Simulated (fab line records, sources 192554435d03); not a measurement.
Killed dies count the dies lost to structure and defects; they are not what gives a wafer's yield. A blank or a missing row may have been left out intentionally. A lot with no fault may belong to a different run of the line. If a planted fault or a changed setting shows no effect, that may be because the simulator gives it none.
Which of the tools did it? | flow n5_finfet | 8 lots with 24 wafers sampled at 4 steps, on a route of 1938 steps

## WHAT THE GAUGES SHOWED, per wafer
N5_FIN_SAQP_INSPECT_40: inspects for defects (brightfield).
lot  | measured    | on                | raw_defect_count
L820 | day 2 01:49 | defect_inspect-01 | 172 194 168
L821 | day 2 08:35 | defect_inspect-02 | 245 328 297
L827 | day 3 21:43 | defect_inspect-02 | 167 162 236
L830 | day 4 14:07 | defect_inspect-02 | 349 336 186
L838 | day 6 14:43 | defect_inspect-02 | 238 300 250
L840 | day 7 02:58 | defect_inspect-02 | 176 913 875
L842 | day 7 14:26 | defect_inspect-02 | 998 257 227
L843 | day 7 20:48 | defect_inspect-01 | 199 140 243

## EACH LOT AND THE TOOL THAT RAN IT (in order: tool; ch and the chambers of the sampled wafers; start)
lot  | N5_FIN_SAQP_ALD_61               | N5_FIN_SAQP_PECVD_06         | N5_FIN_SAQP_SPACER1_ALD_24
L820 | ald_sin-01 ch 0,2,3, day 1 19:58 | pecvd-03 ch 1,2, day 1 20:35 | ald_sin-03 ch 0,3, day 1 22:26
L821 | ald_sin-01 ch 0,1,2, day 2 02:37 | pecvd-02 ch 0,1, day 2 03:17 | ald_sin-03 ch 0,1,2, day 2 04:58
L827 | ald_sin-01 ch 0,1,2, day 3 15:43 | pecvd-03 ch 1,2, day 3 16:24 | ald_sin-01 ch 1,2,3, day 3 18:25
L830 | ald_sin-03 ch 1,2,3, day 4 08:36 | pecvd-01 ch 1,2, day 4 09:13 | ald_sin-03 ch 0,1,2, day 4 10:56
L838 | ald_sin-04 ch 0,2,3, day 6 09:09 | pecvd-02 ch 0,1, day 6 09:52 | ald_sin-03 ch 1,3, day 6 11:38
L840 | ald_sin-03 ch 0,2,3, day 6 20:56 | pecvd-02 ch 0,2, day 6 21:37 | ald_sin-04 ch 0,2,3, day 6 23:48
L842 | ald_sin-01 ch 2,3, day 7 08:36   | pecvd-02 ch 1,2, day 7 09:14 | ald_sin-03 ch 1,2,3, day 7 11:10
L843 | ald_sin-04 ch 0,2, day 7 15:11   | pecvd-03 ch 0,1, day 7 15:49 | ald_sin-01 ch 0,1,3, day 7 17:35
- N5_FIN_SAQP_ALD_61: deposits SiO2, target thk 4 nm, pulse time 1 s, purge time 2 s.
- N5_FIN_SAQP_PECVD_06: deposits a-Si from SiH4/He, target thk 60 nm, time 48.1 s.
- N5_FIN_SAQP_SPACER1_ALD_24: deposits SiO2, target thk 20.3 nm, pulse time 1 s, purge time 2 s.

## THE ANSWER, worked out from the rows above alone
Rule: usual is defined by the lots themselves. Put in order of their means at a reading, lots are off if they are a third of the lots or fewer, leave a main group of 4 or more, and stand apart from it by a gap of 3 or more times the standard deviation of the main group's means; of several such gaps the widest counts. A main group is skipped when, at the precision printed for the reading in the tables above, its means are all equal. A lot without any number at a reading at which 4 lots or more have one is off too. All remaining lots with rows at the step are treated as sound.
Off: L840, L842, at N5_FIN_SAQP_INSPECT_40 (raw_defect_count). Mean 234 and standard deviation 48 in the main group.
A tool fits if, at a process step before that reading, it ran every lot that is off, and no sound lot after the first of them. Gauges at N5_FIN_SAQP_INSPECT_40: tried the same way as those tools. 2 tools fit, pecvd-02 at N5_FIN_SAQP_PECVD_06 and defect_inspect-02 at N5_FIN_SAQP_INSPECT_40, so this cannot tell which one it is.

## WHAT THE SIMULATOR HAD PUT IN
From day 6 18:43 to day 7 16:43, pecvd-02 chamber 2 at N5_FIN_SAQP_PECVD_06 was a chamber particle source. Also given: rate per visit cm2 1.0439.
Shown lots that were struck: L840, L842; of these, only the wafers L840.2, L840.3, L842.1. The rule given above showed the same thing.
